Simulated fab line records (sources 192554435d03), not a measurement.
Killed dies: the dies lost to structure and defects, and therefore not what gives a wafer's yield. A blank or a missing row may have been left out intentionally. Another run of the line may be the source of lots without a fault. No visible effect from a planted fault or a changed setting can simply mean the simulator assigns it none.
The tool behind it: which one?    flow n5Finfet    30 wafers sampled from 10 lots at 1 step of a route of 1938

WHAT THE GAUGES SHOWED, per wafer
N5_BEOL_M7_THK_MEAS_53: measures by xrf.
lot   measured      on            M7_THK (nm)
L912  day 9 03:31   filmMetro-01  79.8 80.5 78.9
L916  day 10 07:47  filmMetro-02  78.4 80.3 78.2
L919  day 10 21:59  filmMetro-01  77.7 81.7 79.3
L922  day 11 14:37  filmMetro-02  79.5 77.0 82.1
L925  day 12 07:30  filmMetro-01  83.7 79.6 81.4
L927  day 12 18:31  filmMetro-02  81.7 80.6 81.1
L931  day 13 16:53  filmMetro-02  78.3 84.0 78.9
L932  day 13 23:58  filmMetro-02  82.7 78.4 80.9
L933  day 14 06:16  filmMetro-02  82.6 78.3 76.8
L935  day 15 10:53  filmMetro-02  80.1 75.9 79.7

EACH LOT AND THE TOOL THAT RAN IT (in order: tool; ch and the chambers of the sampled wafers; start)
No process step before these readings appears in the record.

THE ANSWER, worked out from the rows above alone
Rule: the usual values come from the lots themselves. The widest of any qualifying gaps counts: lots, ordered by their means at a reading, are off when they make up no more than a third of the lots, leave a main group of 4 or more, and stand apart from it by 3 or more times the standard deviation of that group's means. A main group whose means are all the same, to the digits that the tables above print for the reading, isn't used. A lot without any number at a reading at which 4 lots or more have one is off too. Where the step has rows for the other lots, those lots are counted as sound.
Across all readings shown, no lot is off: no conclusion can be drawn from this.

WHAT THE SIMULATOR HAD PUT IN
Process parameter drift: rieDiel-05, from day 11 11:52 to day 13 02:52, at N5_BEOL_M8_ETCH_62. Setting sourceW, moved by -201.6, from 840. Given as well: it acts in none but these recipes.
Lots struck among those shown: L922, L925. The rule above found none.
